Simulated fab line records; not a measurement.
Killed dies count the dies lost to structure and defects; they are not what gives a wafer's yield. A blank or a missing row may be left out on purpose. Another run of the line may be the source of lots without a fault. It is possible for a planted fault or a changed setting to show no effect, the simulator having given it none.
Comparing a struck lot with a sound one | flow n5Finfet | 36 steps out of a route of 1938
Sound: these wafers, L921.1, L921.5, L921.6. Wafers L916.1, L916.4, L916.5 were the ones struck. The cause comes at the end.
Each step with rows lists, per side, the tool, then ch with its chambers, then its first start. Under that, the readings that differ: sound wafers | struck wafers | difference of the means | sigmas: that difference in standard deviations of wafers without a fault.
alike: same words and numbers on both sides, and readings whose means sit less than 2 such deviations apart. not compared: any withheld reading, any reading some wafer has no value for, any bound like >300 that may hide the same value, and any number with overlapping values for which the record gives no deviation.
Wherever a step has rows on one side only, a row that says differs or no value, or a row with sigmas, the two part there. Non-overlapping numbers with no deviation appear without sigmas and do not part them. A reading missing from all wafers of one side parts the sides only when that side holds two or more wafers.

first, 9 steps without rows for these wafers: N5_WELL_APT_HMDS_01 (time 60 s); N5_WELL_APT_COAT_02 (resist thk 950 nm); N5_WELL_APT_EBR_04; N5_WELL_APT_SOFTBAKE_03 (time 60 s); N5_WELL_APT_EXPOSE_05 (exposes mask NWELL, defocus 0 nm, target cd 200 nm); N5_WELL_APT_PEB_06 (peb time 90 s); N5_WELL_APT_DEVELOP_07 (develop time 45 s); N5_WELL_APT_HARDBAKE_12 (time 120 s); N5_WELL_APT_DESCUM_13 (chemistry O2, time 7.9 s).
N5_WELL_APT_IMPLANT_14:
  sound on implanter-01 ch 0, day 5 14:08; struck on implanter-02 ch 0, day 4 08:17
reading          | sound                            | struck                       | difference | sigmas
doseIonsCm2      | 1.5012e+13 1.5011e+13 1.4991e+13 | 8.48e+12 8.476e+12 8.467e+12 | -6.53e+12  | -99 or more
faradayCurrentUA | 185 191 188                      | 109 107 111                  | -79        | -20
  alike: endStationPressureTorr
then, 25 steps without rows for these wafers: N5_WELL_APT_IMPLANT_15; N5_WELL_APT_STRIP_16 (strips in SPM, time 900 s); N5_WELL_APT_HMDS_18 (time 60 s); N5_WELL_APT_COAT_19 (resist thk 950 nm); N5_WELL_APT_EBR_21; N5_WELL_APT_SOFTBAKE_20 (time 60 s); N5_WELL_APT_EXPOSE_22 (exposes mask PWELL, defocus 0 nm, target cd 200 nm); N5_WELL_APT_PEB_23 (peb time 90 s); N5_WELL_APT_DEVELOP_24 (develop time 45 s); N5_WELL_APT_HARDBAKE_29 (time 120 s); N5_WELL_APT_DESCUM_30 (chemistry O2, time 7.9 s); N5_WELL_APT_IMPLANT_31; N5_WELL_APT_IMPLANT_32; N5_WELL_APT_STRIP_33 (strips in SPM, time 900 s); N5_WELL_APT_RTA_34 (time 10 s); N5_WELL_APT_OXIDE_STRIP_42 (strips SiO2 in dHF, time 45 s, target depth 12 nm); N5_WELL_APT_PRECLEAN_36 (cleans in O3/DIW, time 45 s); N5_WELL_APT_PRECLEAN_39 (cleans in dHF, time 60 s); N5_WELL_APT_SRD_37 (time 30 s); N5_WELL_APT_EPI_41 (deposits Si from SiH4/H2, target thk 50 nm, time 297.7 s); N5_PMOS_HMC_CHANNEL_EPI_HM_DEP_34 (deposits SiO2 from TEOS/O2, target thk 36 nm, time 6.9 s); N5_PMOS_HMC_CHANNEL_EPI_COAT_31 (time 60 s, resist thk 66 nm); N5_PMOS_HMC_CHANNEL_EPI_COAT_03 (resist thk 205 nm); N5_PMOS_HMC_CHANNEL_EPI_EBR_05; N5_PMOS_HMC_CHANNEL_EPI_SOFTBAKE_04 (time 60 s).
-- the record jumps here: 7 days lie between the struck wafers' starts before and after (it left off in module PMOS_HMC_CHANNEL_EPI and takes up again in module BEOL_M4, whose first step shown is number 1111 of the route) --
N5_BEOL_M4_RC_MEAS_101:
  sound on prober-02 ch 0, day 12 04:45; struck on prober-02 ch 0, day 11 00:58
reading           | sound             | struck            | difference | sigmas
RS_NWELL (ohm/sq) | 1034 1041 1039    | 1434 1428 1419    | +389       | +63
VT_N (mV)         | 250.6 252.8 245.0 | 254.7 252.4 257.5 | +5.4       | +2
  alike: DIBL_N, DIBL_P, IOFF_N, IOFF_P, ION_N, ION_P, SS_N, SS_P, VT_P

## WHERE THEY PART
First at N5_WELL_APT_IMPLANT_14; last, within this record, at N5_BEOL_M4_RC_MEAS_101.

WHY: what the simulator had put in
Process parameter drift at N5_WELL_APT_IMPLANT_14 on implanter-02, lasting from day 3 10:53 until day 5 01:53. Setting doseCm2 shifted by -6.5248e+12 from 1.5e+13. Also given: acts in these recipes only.
